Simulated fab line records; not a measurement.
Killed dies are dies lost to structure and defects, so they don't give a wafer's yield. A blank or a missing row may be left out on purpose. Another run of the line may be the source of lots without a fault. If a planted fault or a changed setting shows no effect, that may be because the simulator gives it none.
Struck lot and sound lot, side by side / flow n5_finfet / 37 steps out of a route of 1938
Sound: these wafers, L160.1, L160.2, L160.4. Struck: wafers L167.3, L167.4, L167.5. The cause is named last.
For every step that has rows: the tool of each side, followed by ch and its chambers, followed by its first start. Under that, the readings that differ: sound wafers / struck wafers / difference of the means / sigmas: that difference in standard deviations of wafers without a fault.
alike: words and numbers the same on both sides, and readings whose means are apart by under 2 such deviations; not compared: readings that were withheld, readings missing a value for some wafer, numbers with overlapping values and no deviation given by the record, and bounds like >300 which may hide the same value.
Wherever a step has rows on one side only, a row that says differs or no value, or a row with sigmas, the two part there. When numbers do not overlap yet have no deviation, they are printed without sigmas and do not part them. A reading that every wafer of one side lacks parts them only if that side has two wafers or more.

first, 9 steps without rows for these wafers: N5_SDB_PRECLEAN_38 (cleans in dHF, time 10 s); N5_SDB_PRECLEAN_39 (cleans in O3/DIW, time 45 s); N5_SDB_SRD_28 (time 30 s); N5_SDB_ALD_29 (deposits SiNx, target thk 30 nm, pulse time 1 s, ald cycles 600); N5_SDB_CMP_30 (polishes, stops on poly-Si, t overpolish 1.54 s, target thk 30 nm); N5_DUMMY_REMOVAL_HM_STRIP_01 (strips SiNx in CH3F/O2, stops on poly-Si, target depth 4 nm, time 6.8 s); N5_DUMMY_REMOVAL_STRIP_10 (strips in N2/H2, time 40 s); N5_DUMMY_REMOVAL_PRECLEAN_07 (cleans in dHF, time 30 s); N5_DUMMY_REMOVAL_DUMMY_REMOVE_02 (chemistry TMAH, target poly-Si, stops on SiO2, target depth 142 nm, time 57 s, rinse time 30 s).
N5_DUMMY_REMOVAL_PRECLEAN_08: cleans in NF3:NH3, afs cycles 2, time 20 s, sublimation time 60 s.
  sound on remote_plasma-02 ch 0, day 5 18:44; struck on remote_plasma-01 ch 0, day 7 15:46
then, 26 steps without rows for these wafers: N5_DUMMY_REMOVAL_PRECLEAN_04 (cleans in DHF, time 37 s); N5_DUMMY_REMOVAL_SRD_05 (time 30 s); N5_HKMG_FIN_IL_REGROW_00 (material SiO2, chemistry O3, target thk 0.75 nm, time 30 s); N5_HKMG_FIN_HK_ALD_01 (deposits HfO2, target thk 1.6 nm, pulse time 3 s, purge time 3 s); N5_HKMG_FIN_HK_ANNEAL_02 (time 30 s); N5_HKMG_FIN_ALD_74 (deposits La2O3, target thk 0.5 nm, pulse time 6 s, co reactant pulse time 1 s); N5_HKMG_FIN_ALD_75 (deposits Al2O3, target thk 1 nm, co reactant pulse time 1 s); N5_HKMG_FIN_COAT_41 (time 60 s, resist thk 300 nm); N5_HKMG_FIN_COAT_42 (time 60 s, resist thk 35 nm); N5_HKMG_FIN_COAT_43 (resist thk 90 nm); N5_HKMG_FIN_EBR_45; N5_HKMG_FIN_SOFTBAKE_44 (time 60 s); N5_HKMG_FIN_EXPOSE_46 (exposes mask NDIPOLE); N5_HKMG_FIN_PEB_47 (peb time 60 s); N5_HKMG_FIN_DEVELOP_48 (develop time 30 s); N5_HKMG_FIN_DESCUM_53 (chemistry O2, time 7.9 s); N5_HKMG_FIN_ETCH_54 (etches SiARC in CF4, target depth 45.5 nm, time 75.8 s); N5_HKMG_FIN_ETCH_55 (etches SOC in N2/H2, target depth 240 nm, time 300 s); N5_HKMG_FIN_STRIP_56 (strips in N2/H2); N5_HKMG_FIN_STRIP_57 (strips in CF4); N5_HKMG_FIN_ETCH_58 (etches SOC in N2/H2, target depth 215.8 nm, time 741 s); N5_HKMG_FIN_STRIP_93 (strips SOC in N2/H2, time 20 s); N5_HKMG_FIN_WET_ETCH_76 (etches Al2O3 in dNH4OH, stops on La2O3, target depth 2.25 nm, rinse time 30 s); N5_HKMG_FIN_STRIP_60 (strips in N2/H2, time 360 s); N5_HKMG_FIN_WET_ETCH_77 (etches La2O3 in dHCl, stops on HfO2, target depth 2 nm); N5_HKMG_FIN_WET_ETCH_78 (etches Al2O3 in dNH4OH, stops on La2O3, target depth 4.5 nm, rinse time 30 s).
-- here the record skips 8 days between the struck wafers' starts before and after, leaving off in module HKMG_FIN and picking up in module PASSIVATION (first step shown: number 1936 of the route) --
N5_PASSIVATION_PROBE_49:
  the record has rows for the struck wafers here (prober-02, day 15 12:05) and none for the sound ones

== WHERE THEY PART ==
Within this record, at N5_PASSIVATION_PROBE_49 only.

WHY: whatever the simulator had introduced
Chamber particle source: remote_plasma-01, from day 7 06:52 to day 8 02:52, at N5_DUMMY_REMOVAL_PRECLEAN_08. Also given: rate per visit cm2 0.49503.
